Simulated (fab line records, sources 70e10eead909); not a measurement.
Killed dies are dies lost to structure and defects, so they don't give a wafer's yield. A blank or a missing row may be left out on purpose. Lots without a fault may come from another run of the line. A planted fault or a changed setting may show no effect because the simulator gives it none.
fab line records | flow nand_harc
record lots=6 wafers=18 last_day=31
route steps=1302 shown A_WL_FILL@954
lots that met no fault: from a run of the same line without faults
start_h: hours from the record's first day to the start of the lot's first wafer shown | wait_h: hours since the lot's step before | " the same as in the row above | L1.1+2: a row that stands for several wafers | - no value, or no start given | * or withheld: withheld | < > ~ a bound
route shown NAME@n: a module of which the file shows steps, and the number in the route of the first | usual: mean/standard deviation of fault-free wafers | same: alike in all rows | chamber/n: place in a boat | sites: the reading at each site | _std_site: their standard deviation | _edge_site: outer sites' mean less inner sites' | radius_mm: how far each site lies from the wafer's centre | mask NAME#n: copy n | behind: the tool/chamber that last shaped the wafer | hold: why the lot was held/for how many hours/how that ended | device: the transistor (n, p or np) that didn't switch | end of line: the same wafers' tests at the end of the route | a step without rows: its recipe alone | killed: dies lost to structure and defects at the first sort, not the wafer's yield | map: a wafer's dies, x killed, . not, _ none there
set.NAME: the setting as run; set.NAME@STEP: as run at that earlier step | model.NAME: the simulator's own value behind a step, which no gauge read
lots at some steps of the route; a table a step, a row a wafer
services: from which hour (start_h, from the record's first day; less than 0 if before it) a tool's chamber was out of use, for how many hours, and why
## steps
# step NHARC_A_WL_FILL_ALD_02
# recipe target_thk_a=20 pulse_time_s=3 ald_cycles=100 temp_c=450 material=TiN
# step NHARC_A_WL_FILL_CVD_03
# recipe target_thk_a=400 temp_c=300 pressure_torr=40 wf6_flow_sccm=40 h2_flow_sccm=1600 ar_flow_sccm=1560 time_s=279 material=W
# usual heater_power_w=462/44 mfc_ar_sccm=1559/4.9 throttle_valve_pct=7.89/0.28
# columns lot.wafer tool chamber start_h wait_h heater_power_w mfc_ar_sccm throttle_valve_pct
L799.1 cvd_w-02 1 482.07 0.1 528 1565 7.37
L799.3 " 0 " " 492 1555 7.75
L799.4 " 1 " " 522 1553 7.54
L802.1 cvd_w-02 0 527.18 0.6 488 1559 7.74
L802.4 " 1 " " 531 1557 7.54
L802.6 " 0 " " 499 1558 7.65
L803.2 cvd_w-01 0 546.23 0.1 409 1561 8.10
L803.1 " 1 " " 448 1563 7.76
L803.4 " 0 " " 411 1563 8.04
L809.1 cvd_w-01 0 603.74 0.1 405 1556 8.36
L809.2 " 1 " " 460 1563 7.60
L809.5 " 0 " " 406 1557 8.19
L813.4 cvd_w-02 0 619.74 0.2 489 1551 8.17
L813.6 " 0 " " 494 1557 8.03
L813.5 " 1 " " 530 1553 7.52
L816.4 cvd_w-02 1 653.45 0.2 524 1562 8.00
L816.6 " 0 " " 486 1560 7.97
L816.5 " 1 " " 505 1559 7.70
# step NHARC_A_WL_FILL_ETCHBACK_04
# recipe target_depth_a=600 time_s=120 chemistry=NF3
# usual drypump_motor_current_A=5.7/0.4 oes_product_au=0.998/0.0092 run_length_s=141.3/0.41
# columns lot.wafer tool chamber start_h wait_h drypump_motor_current_A oes_product_au rf_hours_counter_h run_length_s
L799.1 rie_metal-02 1 482.39 0.3 5.3 1.000 0.3 140.6
L799.4 " 1 " " 5.3 1.003 - 140.6
L799.3 " 0 " " 5.3 1.014 - 140.6
L802.1 rie_metal-02 0 527.56 0.3 5.2 1.017 1.1 140.6
L802.4 " 0 " " 5.2 1.022 - 141.3
L802.6 " 0 " " 5.3 1.008 - 140.9
L803.1 rie_metal-01 1 546.60 0.3 6.0 1.002 2.6 141.6
L803.2 " 0 " " 5.5 0.993 2.4 142.1
L803.4 " 0 " " 5.5 0.989 - 141.2
L809.2 rie_metal-01 1 604.13 0.3 6.0 0.995 0.1 141.9
L809.1 " 0 " " 5.5 1.006 0.1 141.5
L809.5 " 0 " " 5.5 1.007 - 141.3
L813.4 rie_metal-01 0 620.07 0.3 5.5 1.004 - 141.3
L813.6 " 0 " " 5.5 1.001 - 141.9
L813.5 " 1 " " 6.0 0.989 - 141.8
L816.4 rie_metal-01 1 653.75 0.3 6.0 1.003 - 141.4
L816.6 " 1 " " 6.0 0.998 - 141.8
L816.5 " 0 " " 5.5 1.000 - 141.5
# step NHARC_A_WL_FILL_ETCHBACK_05
# recipe target_depth_a=220 time_s=60 temp_c=40 chemistry=Cl2/BCl3
# usual drypump_motor_current_A=5.7/0.41 oes_product_au=0.998/0.01 run_length_s=81.3/0.39
# columns lot.wafer tool chamber start_h wait_h drypump_motor_current_A oes_product_au rf_hours_counter_h run_length_s
L799.1 rie_metal-02 1 482.64 0.2 5.3 1.000 0.4 80.6
L799.3 " 1 " " 5.3 0.996 - 81.2
L799.4 " 0 " " 5.3 1.024 - 81.5
L802.1 rie_metal-02 1 527.82 0.2 5.3 0.997 1.2 80.9
L802.4 " 0 " " 5.3 1.008 - 81.2
L802.6 " 0 " " 5.2 1.014 - 81.0
L803.2 rie_metal-01 1 546.85 0.2 6.0 0.993 2.7 81.7
L803.1 " 0 " " 5.5 0.994 2.6 81.3
L803.4 " 0 " " 5.5 0.993 - 81.2
L809.2 rie_metal-01 0 604.37 0.2 5.5 0.997 0.2 81.2
L809.1 " 1 " " 6.0 0.997 0.2 81.8
L809.5 " 0 " " 5.5 1.003 - 81.8
L813.4 rie_metal-01 0 620.28 0.2 5.5 1.002 - 82.1
L813.5 " 1 " " 6.0 0.998 - 81.5
L813.6 " 0 " " 5.5 1.002 - 81.3
L816.4 rie_metal-01 1 653.97 0.2 6.0 0.987 - 81.5
L816.5 " 0 " " 5.5 0.999 - 81.5
L816.6 " 1 " " 6.0 0.982 - 81.9
# step NHARC_A_WL_FILL_STRIP_27
# recipe power_w=1500 temp_c=250 time_s=20 chemistry=N2/H2
# step NHARC_A_WL_FILL_STRIP_28
# recipe time_s=1200 temp_c=72.5 chemistry=post_etch_residue_remover
# step NHARC_A_WL_FILL_PRECLEAN_06
# recipe time_s=300 chemistry=DIW
# step NHARC_A_WL_FILL_SRD_07
# step NHARC_A_WL_FILL_ANNEAL_08
# recipe temp_c=450 time_s=1800
# step NHARC_A_WL_FILL_ALD_10
# recipe target_thk_a=500 pulse_time_s=10 ald_cycles=500 temp_c=300 material=SiO2
# usual heater_power_w=455/40 precursor_pulse_height_rel=0.998/0.02
# same pulse_time_s=10
# columns lot.wafer tool chamber start_h wait_h heater_power_w precursor_pulse_height_rel
L799.3 ald_hk-02 2 488.16 0.0 476 0.975
L799.1 " 3 " " 427 1.039
L799.4 " 0 " " 552 0.978
L802.1 ald_hk-03 2 533.54 0.6 446 0.991
L802.4 " 3 " " 479 1.001
L802.6 " 2 535.57 2.6 447 1.034
L803.2 ald_hk-04 1 552.02 0.1 467 1.035
L803.4 " 2 " " 459 0.996
L803.1 " 0 553.58 1.6 419 0.992
L809.2 ald_hk-02 1 609.77 0.1 450 0.997
L809.1 " 3 610.80 1.1 383 0.993
L809.5 " 1 611.83 2.1 437 0.994
L813.4 ald_hk-03 2 626.82 1.6 457 1.004
L813.6 " 3 " " 497 1.038
L813.5 " 0 " " 460 0.974
L816.4 ald_hk-04 3 659.49 0.6 465 1.012
L816.6 " 2 661.04 2.1 411 1.028
L816.5 " 3 " " 461 1.004
# step NHARC_A_WL_FILL_ETCHBACK_16
# recipe target_depth_a=1200 time_s=24 c4f8_flow_sccm=withheld o2_flow_sccm=8 ar_flow_sccm=withheld rf_w=600 bias_w=800 chemistry=C4F8/O2/Ar
# usual oes_product_au=0.97/0.034 rf_vpp_V=724/5 run_length_s=45.4/0.32
# columns lot.wafer tool chamber start_h wait_h oes_product_au rf_hours_counter_h rf_vpp_V run_length_s
L799.3 rie_diel-13 1 492.78 - 0.93 2.7 731 45.2
L799.1 " 2 " " 0.91 3.1 717 45.4
L799.4 " 3 " " 0.92 3.3 729 45.2
L802.1 rie_diel-13 2 537.63 - 0.99 0.3 717 76.3
L802.4 " 3 " " 1.00 0.3 729 75.2
L802.6 " 3 " " 1.00 - 731 75.6
L803.1 rie_diel-13 2 556.73 - 0.92 0.6 718 76.2
L803.4 " 3 " " 0.92 0.5 730 75.8
L803.2 " 0 " " 0.92 0.7 723 75.6
L809.1 rie_diel-12 3 614.40 - 1.00 9.6 722 45.8
L809.2 " 1 " " 1.00 9.8 724 44.9
L809.5 " 0 " " 1.01 - 728 45.8
L813.4 rie_diel-13 1 629.94 - 1.00 2.5 729 45.4
L813.5 " 2 " " 0.99 - 717 45.5
L813.6 " 3 " " 0.99 - 729 45.1
L816.4 rie_diel-09 3 663.64 - 0.94 4.1 717 45.3
L816.5 " 1 " " 0.93 - 724 45.6
L816.6 " 2 " " 0.92 - 722 44.8
# step NHARC_A_WL_FILL_STRIP_29
# recipe time_s=20 o2_flow_sccm=500 ar_flow_sccm=0 bias_w=0 chemistry=O2
# usual drypump_motor_current_A=5.6/0.4 mfc_ar_sccm=0.003/0.0073 oes_product_au=0.998/0.0093 rf_vpp_V=57.8/0.88 showerhead_plenum_p_Torr=3.56/0.17 throttle_valve_pct=17.037/0.0096
# columns lot.wafer tool chamber start_h wait_h drypump_motor_current_A mfc_ar_sccm oes_product_au rf_hours_counter_h rf_vpp_V showerhead_plenum_p_Torr throttle_valve_pct
L799.3 rie_diel-13 2 492.87 0.1 5.7 0 0.981 3.1 58.0 3.33 17.047
L799.4 " 3 " " 5.8 0.020 0.991 3.3 57.4 3.76 17.043
L799.1 " 0 " " 5.1 0 0.997 3.1 58.3 3.55 17.043
L802.1 rie_diel-13 1 - - 5.4 0 0.997 0.5 58.6 3.78 17.045
L802.4 " 2 " " 5.7 0 1.004 0.3 57.8 3.33 17.042
L802.6 " 1 " " 5.4 0 1.003 - 57.4 3.78 17.037
L803.1 rie_diel-13 3 - - 5.8 0.020 0.988 0.5 58.0 3.76 17.052
L803.2 " 0 " " 5.1 0 0.984 0.7 58.8 3.55 17.036
L803.4 " 2 " " 5.7 0 0.993 0.6 57.5 3.33 17.051
L809.2 rie_diel-12 1 614.50 0.1 4.7 0 0.994 9.8 57.8 3.58 17.027
L809.1 " 0 " " 5.7 0.018 1.001 8.8 56.8 3.68 17.030
L809.5 " 2 " " 5.8 0 0.994 - 57.2 3.72 17.039
L813.4 rie_diel-13 2 630.02 0.1 5.7 0 0.999 2.7 57.5 3.33 17.043
L813.6 " 3 " " 5.8 0.020 0.992 - 59.4 3.76 17.033
L813.5 " 0 " " 5.1 0 0.995 - 57.7 3.55 17.032
L816.4 rie_diel-09 1 663.73 0.1 6.2 0 1.002 4.5 58.0 3.58 17.024
L816.6 " 2 " " 6.1 0 0.992 - 55.8 3.41 17.024
L816.5 " 3 " " 5.5 0 1.015 - 57.7 3.30 17.040
## services
# columns tool chamber start_h hours kind
ald_hk-04 - 466.77 2.1 repair
rie_diel-09 - 469.42 0.8 repair
cvd_w-02 - 474.30 0.7 repair
rie_diel-09 0 474.54 44.7 repair
rie_metal-01 0 487.91 3.3 repair
rie_diel-09 - 497.13 9.0 pm
rie_diel-12 - 498.26 2.2 repair
rie_diel-13 2 508.51 3.1 repair
rie_diel-13 - 519.00 9.0 pm
rie_diel-09 0 522.43 21.1 repair
ald_hk-02 - 527.01 10.0 pm
rie_diel-12 0 540.41 19.7 repair
cvd_w-01 - 547.00 13.0 pm
cvd_w-02 1 565.83 14.2 repair
cvd_w-01 1 567.79 15.2 repair
ald_hk-03 - 570.75 10.0 pm
rie_metal-01 - 575.00 9.0 pm
rie_metal-01 - 618.25 0.4 repair
rie_diel-12 - 622.40 9.0 pm
cvd_w-02 - 631.00 13.0 pm
rie_metal-02 - 631.00 9.0 pm
rie_diel-13 - 632.10 0.8 repair
rie_diel-12 3 633.97 1.4 repair
ald_hk-03 - 641.62 0.9 repair
## key
first_sign step=NHARC_A_WL_FILL_ETCHBACK_16 reading=run_length_s direction=up sigmas=95 usual=* struck=*
effect none on later readings
met_at NHARC_A_WL_FILL_ETCHBACK_16
struck_wafers L802.1,L802.4,L802.6,L803.1,L803.2,L803.4
tester_left_out L802,L803
onset_between 492.78 537.63
fault kind=process_parameter_drift tool=rie_diel-13 chamber=- onset_h=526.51 steps=NHARC_A_WL_FILL_ETCHBACK_16 channel=time_s offset=* shape=step end_h=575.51 acts_in=* stated=*
# tester_left_out: of these lots the tester's yield and bins aren't shown, on N5 and GAA mostly nor the transistor test; their killed dies are dies lost to structure and defects alone, not to doping, threshold or leakage, so they don't give the yield
